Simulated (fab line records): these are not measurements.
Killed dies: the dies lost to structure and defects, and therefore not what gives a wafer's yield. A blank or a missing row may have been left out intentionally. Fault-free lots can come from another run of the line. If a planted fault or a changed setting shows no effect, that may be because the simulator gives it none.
One fault seen from 2 desks | flow n5-finfet | each desk has only its own numbers; what lay behind them comes last

## AT THE TOOL OWNER'S DESK: rie-diel-01
The tool's own readings at N5_BEOL_M0_TRENCH_ETCH_107 (etches SiOC in C4F6/O2, target depth 32.8 nm, time 16.4 s): means of the sampled wafers that have a number, for each lot that ran on this tool. If a lot's mean is further than 4 standard deviations from the usual mean, the lot is out of limits and carries the mark OUT (the distance appears in the brackets).
Columns: A = drypump-motor-current-A at N5_BEOL_M0_TRENCH_ETCH_107, usual 5.6 A; B = oes_o_777_au at N5_BEOL_M0_TRENCH_ETCH_107, usual 0.82 a.u.; C = oes-product-au at N5_BEOL_M0_TRENCH_ETCH_107, usual 0.81 a.u.; D = rf-fwd-power-W at N5_BEOL_M0_TRENCH_ETCH_107, usual 348.9 W; E = rf-vpp-V at N5_BEOL_M0_TRENCH_ETCH_107, usual 667 V; F = showerhead-plenum-p-Torr at N5_BEOL_M0_TRENCH_ETCH_107, usual 2.88 Torr; G = throttle-valve-pct at N5_BEOL_M0_TRENCH_ETCH_107, usual 20.87 %
lot  | first seen here | A   | B    | C    | D               | E   | F    | G
L737 | day 7 10:17     | 5.5 | 0.75 | 0.73 | 347.9           | 652 | 2.84 | 21.08
L738 | day 7 12:58     | 5.5 | 0.74 | 0.72 | 348.1           | 652 | 2.84 | 21.09
L740 | day 8 03:15     | 5.5 | 0.81 | 0.81 | 348.0           | 656 | 2.91 | 20.94
L753 | day 11 06:43    | 5.5 | 0.84 | 0.78 | 376.6 (+15) OUT | 634 | 2.90 | 20.99
This desk finds L753 out of limits, L753 being first, at day 11 06:43 (rf-fwd-power-W at N5_BEOL_M0_TRENCH_ETCH_107). L737, L738, L740: within limits.

## THE METROLOGY DESK
What the gauges read for every lot (on any tool): the sampled wafers with a number, averaged. If a lot's mean is further than 4 standard deviations from the usual mean, the lot is out of limits and carries the mark OUT (the distance appears in the brackets). It has 10 readings; the 7 that lie furthest out on some lot are the ones shown.
Columns: A = DIBL_N at N5_BEOL_M4_RC_MEAS_101, usual 37.5 mV/V; B = DIBL_P at N5_BEOL_M4_RC_MEAS_101, usual 38 mV/V; C = IOFF_N at N5_BEOL_M4_RC_MEAS_101, usual 0.19 nA/um; D = IOFF_P at N5_BEOL_M4_RC_MEAS_101, usual 0.24 nA/um; E = SS_N at N5_BEOL_M4_RC_MEAS_101, usual 72.0 mV/dec; F = SS_P at N5_BEOL_M4_RC_MEAS_101, usual 73.7 mV/dec; G = VT_N at N5_BEOL_M4_RC_MEAS_101, usual 248 mV
lot  | first seen here | A    | B  | C    | D    | E    | F    | G
L734 | day 8 20:26     | 35.4 | 36 | 0.15 | 0.20 | 71.4 | 72.7 | 252
L735 | day 8 20:35     | 38.7 | 40 | 0.23 | 0.29 | 72.1 | 73.9 | 245
L736 | day 8 23:56     | 32.7 | 32 | 0.11 | 0.16 | 70.2 | 72.1 | 254
L737 | day 9 23:35     | 37.3 | 39 | 0.20 | 0.25 | 72.0 | 74.2 | 249
L738 | day 10 05:40    | 35.6 | 36 | 0.15 | 0.19 | 71.7 | 73.3 | 252
L740 | day 10 09:25    | 39.3 | 38 | 0.20 | 0.27 | 72.2 | 73.9 | 248
L741 | day 11 11:34    | 36.7 | 38 | 0.21 | 0.28 | 72.2 | 73.9 | 244
L742 | day 11 12:04    | 39.3 | 41 | 0.26 | 0.32 | 72.2 | 73.9 | 244
L753 | day 14 00:07    | 36.6 | 38 | 0.17 | 0.22 | 72.0 | 73.9 | 251
Finding of this desk: none of the 9 lots has anything out of limits.

## TAKEN TOGETHER
At day 11 06:43, on L753, the tool owner's desk was in a position to raise an alarm.
The metrology desk saw nothing out of limits.
The metrology desk holds a record of L753, inside its limits.
All the named lots went through N5_BEOL_M0_TRENCH_ETCH_107 on rie-diel-01.

## WHAT THE SIMULATOR HAD INSERTED
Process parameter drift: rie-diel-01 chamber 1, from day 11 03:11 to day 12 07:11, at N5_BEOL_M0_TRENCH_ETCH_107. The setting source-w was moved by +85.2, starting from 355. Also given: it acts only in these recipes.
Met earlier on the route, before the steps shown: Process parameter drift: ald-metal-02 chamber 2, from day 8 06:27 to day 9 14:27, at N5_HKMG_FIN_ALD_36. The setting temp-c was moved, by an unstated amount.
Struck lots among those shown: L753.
Time in hours from fault onset to the first out-of-limits reading at each desk: the tool owner's desk, 4.
